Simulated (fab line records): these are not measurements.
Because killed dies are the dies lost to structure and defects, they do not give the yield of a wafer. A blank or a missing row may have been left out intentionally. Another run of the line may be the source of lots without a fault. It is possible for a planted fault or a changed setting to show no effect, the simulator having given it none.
Split-lot experiment :: flow n5_finfet :: 7 lots, 21 wafers read, on a route of 1938 steps

ABOUT THE SPLIT
At N5_ZERO_LAYER_COAT_05 (resist thk 1000 nm), the setting spin_rpm was moved away from the recipe's 1500 rpm on 8 of the 21 wafers read, by -7.9% to +9.1%. For the rest of the wafers, this setting stayed at what the recipe calls for.

FROM THE SPLIT TO THE READING: what the file shows between them, 4 steps
- N5_ZERO_LAYER_EBR_07
- N5_ZERO_LAYER_SOFTBAKE_06: time 90 s
- N5_ZERO_LAYER_DESCUM_16: chemistry O2, time 7.9 s
- N5_ZERO_LAYER_ETCH_17: etches SiO2 in CF4, target depth 12 nm, time 13.3 s

THE READING
coat_of_ZERO_LAYER_COAT_05.thk_nm (the simulator's own value, which no gauge read), in nm, at N5_ZERO_LAYER_ETCH_18 (etches Si in HBr/Cl2, target depth 120 nm, time 40 s). The file gives no usual value for it. Across the 13 wafers here that went through the recipe, the average is 930.1 nm and the standard deviation 1.8 nm.

wafer: L077.3
tool, chamber at the split: litho_track-05, 0
spin_rpm as run, rpm: 1500
against the recipe: recipe
coat_of_ZERO_LAYER_COAT_05.thk_nm, nm: 927.3
against lot-mates on the recipe: -

wafer: L077.5
tool, chamber at the split: litho_track-05, 0
spin_rpm as run, rpm: 1500
against the recipe: recipe
coat_of_ZERO_LAYER_COAT_05.thk_nm, nm: 927.1
against lot-mates on the recipe: -

wafer: L077.6
tool, chamber at the split: litho_track-05, 0
spin_rpm as run, rpm: 1500
against the recipe: recipe
coat_of_ZERO_LAYER_COAT_05.thk_nm, nm: 928.7
against lot-mates on the recipe: -

wafer: L078.1
tool, chamber at the split: litho_track-04, 0
spin_rpm as run, rpm: 1500
against the recipe: recipe
coat_of_ZERO_LAYER_COAT_05.thk_nm, nm: 932.3
against lot-mates on the recipe: -

wafer: L078.2
tool, chamber at the split: litho_track-04, 0
spin_rpm as run, rpm: 1500
against the recipe: recipe
coat_of_ZERO_LAYER_COAT_05.thk_nm, nm: 933.6
against lot-mates on the recipe: -

wafer: L078.3
tool, chamber at the split: litho_track-04, 0
spin_rpm as run, rpm: 1500
against the recipe: recipe
coat_of_ZERO_LAYER_COAT_05.thk_nm, nm: 929
against lot-mates on the recipe: -

wafer: L083.4
tool, chamber at the split: litho_track-02, 0
spin_rpm as run, rpm: 1637
against the recipe: +9.1%
coat_of_ZERO_LAYER_COAT_05.thk_nm, nm: 892
against lot-mates on the recipe: no lot-mate on the recipe

wafer: L083.5
tool, chamber at the split: litho_track-02, 0
spin_rpm as run, rpm: 1637
against the recipe: +9.1%
coat_of_ZERO_LAYER_COAT_05.thk_nm, nm: 892.1
against lot-mates on the recipe: no lot-mate on the recipe

wafer: L083.6
tool, chamber at the split: litho_track-02, 0
spin_rpm as run, rpm: 1637
against the recipe: +9.1%
coat_of_ZERO_LAYER_COAT_05.thk_nm, nm: 892.5
against lot-mates on the recipe: no lot-mate on the recipe

wafer: L086.1
tool, chamber at the split: litho_track-02, 0
spin_rpm as run, rpm: 1500
against the recipe: recipe
coat_of_ZERO_LAYER_COAT_05.thk_nm, nm: 931.7
against lot-mates on the recipe: -

wafer: L086.4
tool, chamber at the split: litho_track-02, 0
spin_rpm as run, rpm: 1500
against the recipe: recipe
coat_of_ZERO_LAYER_COAT_05.thk_nm, nm: 931.5
against lot-mates on the recipe: -

wafer: L086.5
tool, chamber at the split: litho_track-02, 0
spin_rpm as run, rpm: 1500
against the recipe: recipe
coat_of_ZERO_LAYER_COAT_05.thk_nm, nm: 930.8
against lot-mates on the recipe: -

wafer: L087.1
tool, chamber at the split: litho_track-04, 0
spin_rpm as run, rpm: 1500
against the recipe: recipe
coat_of_ZERO_LAYER_COAT_05.thk_nm, nm: 930
against lot-mates on the recipe: -

wafer: L087.4
tool, chamber at the split: litho_track-04, 0
spin_rpm as run, rpm: 1387
against the recipe: -7.5%
coat_of_ZERO_LAYER_COAT_05.thk_nm, nm: 971.9
against lot-mates on the recipe: +41.9

wafer: L087.6
tool, chamber at the split: litho_track-04, 0
spin_rpm as run, rpm: 1387
against the recipe: -7.5%
coat_of_ZERO_LAYER_COAT_05.thk_nm, nm: 972.3
against lot-mates on the recipe: +42.3

wafer: L088.2
tool, chamber at the split: litho_track-04, 0
spin_rpm as run, rpm: 1599
against the recipe: +6.6%
coat_of_ZERO_LAYER_COAT_05.thk_nm, nm: 899.4
against lot-mates on the recipe: -29.5

wafer: L088.3
tool, chamber at the split: litho_track-04, 0
spin_rpm as run, rpm: 1500
against the recipe: recipe
coat_of_ZERO_LAYER_COAT_05.thk_nm, nm: 928.9
against lot-mates on the recipe: -

wafer: L088.5
tool, chamber at the split: litho_track-04, 0
spin_rpm as run, rpm: 1599
against the recipe: +6.6%
coat_of_ZERO_LAYER_COAT_05.thk_nm, nm: 899.8
against lot-mates on the recipe: -29.1

wafer: L092.2
tool, chamber at the split: litho_track-05, 0
spin_rpm as run, rpm: 1500
against the recipe: recipe
coat_of_ZERO_LAYER_COAT_05.thk_nm, nm: 929.7
against lot-mates on the recipe: -

wafer: L092.3
tool, chamber at the split: litho_track-05, 0
spin_rpm as run, rpm: 1382
against the recipe: -7.9%
coat_of_ZERO_LAYER_COAT_05.thk_nm, nm: 973.5
against lot-mates on the recipe: +43.5

wafer: L092.5
tool, chamber at the split: litho_track-05, 0
spin_rpm as run, rpm: 1500
against the recipe: recipe
coat_of_ZERO_LAYER_COAT_05.thk_nm, nm: 930.4
against lot-mates on the recipe: -

FIT RESULTS
A straight line over all 21 wafers: coat_of_ZERO_LAYER_COAT_05.thk_nm changes by -4.77 nm for each +1% of spin_rpm; r = -0.99; the points scatter about the line by 3.1 nm.
The same after taking each lot's own level away (the mean of its wafers on the recipe; 18 wafers): -5.15 nm for each +1%; r = -1.00; scatter 2.1 nm.
The reading moves by 47 nm for the largest change in spin_rpm, on that fit.
From 927.70 to 931.63 nm: that is the span of the lots' own levels, equal to 2.1 times the standard deviation above.
The two slopes agree, so the slope changes little with the lot-to-lot level.
Check: with one of the wafers moved furthest among these (-7.9%) left out of the fit, the line predicts +40.9 nm for it against its lot-mates. Against them it came out at +43.5 nm.

OTHER SPLITS ON THESE WAFERS
Before the reading, these wafers also passed through other splits. Each is held against what the fit with the lots' levels taken away leaves over:
other split on the same wafers: N5_ZERO_LAYER_PECVD_02 time_s
wafers away from the commonest value: 6
r with coat_of_ZERO_LAYER_COAT_05.thk_nm (lot level and that fit taken away): -0.40

THE WHOLE CHAIN: every reading that the file lists as answering this split, in the file's order
step: N5_ZERO_LAYER_COAT_05
what it does: resist thk 1000 nm
reading: coat_of_ZERO_LAYER_COAT_05.thk_nm (the simulator's own value, which no gauge read)
change (the file's fit): -5.23 nm for each +1% of the setting
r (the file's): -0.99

step: N5_ZERO_LAYER_ETCH_18
what it does: etches Si in HBr/Cl2, target depth 120 nm, time 40 s
reading: coat_of_ZERO_LAYER_COAT_05.thk_nm (the simulator's own value, which no gauge read)
change (the file's fit): -5.26 nm for each +1% of the setting
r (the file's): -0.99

step: N5_ZERO_LAYER_STRIP_24
what it does: strips in O2
reading: strip_time_to_endpoint_s
change (the file's fit): withheld for each +1% of the setting
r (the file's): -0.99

FILE'S OWN FIT
coat_of_ZERO_LAYER_COAT_05.thk_nm changes by -5.26 nm for each +1% of spin_rpm, r = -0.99.
